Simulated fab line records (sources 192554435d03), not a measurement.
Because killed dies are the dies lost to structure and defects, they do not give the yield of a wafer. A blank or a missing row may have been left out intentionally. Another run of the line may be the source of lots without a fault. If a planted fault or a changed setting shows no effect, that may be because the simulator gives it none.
Matching of chambers | flow n5-finfet | N5_BEOL_M0_CUTY_ETCH_62 on rie-diel-03: 4 sister chambers
The step etches SiARC in CF4, time 58.5 s. 4 wafers are shown with their chamber, then 8 later ones without.

== EACH WAFER AND ITS CHAMBER ==
wafer  | chamber | showerhead-plenum-p-Torr (Torr)
L076.4 | 3       | 2.12
L093.2 | 1       | 2.20
L093.4 | 0       | 2.10
L094.1 | 2       | 2.03

== WAFERS MISSING THEIR CHAMBER ==
wafer  | showerhead-plenum-p-Torr (Torr)
L094.4 | 2.11
L094.5 | 2.11
L097.1 | 2.02
L097.3 | 2.10
L097.5 | 2.20
L096.1 | 2.20
L096.5 | 2.20
L096.6 | 2.02

== THE CHAMBER EACH PASSED THROUGH ==
wafer  | from the rows above     | in truth
L094.4 | can't be placed: 0 or 3 | 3
L094.5 | can't be placed: 0 or 3 | 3
L097.1 | 2                       | 2
L097.3 | 0                       | 0
L097.5 | 1                       | 1
L096.1 | 1                       | 1
L096.5 | 1                       | 1
L096.6 | 2                       | 2
6 of 8 placed correctly. Can't be placed from these rows: 2 (the true chamber is among the candidates in 2). Number placed wrongly: 0.
How it was worked out, from the rows above alone: a wafer's distance from a chamber is the root of the sum, over the readings, of the square of ((its reading less the chamber's mean) divided by the reading's scatter). The wafer belongs to the nearest chamber; if the next one is less than 2 further off, it can't be placed. The mean given for a chamber averages the wafers shown for that chamber. The scatter: with one shown wafer a chamber, the root of the mean of the squares of how far each hidden wafer lies from its nearest shown one.
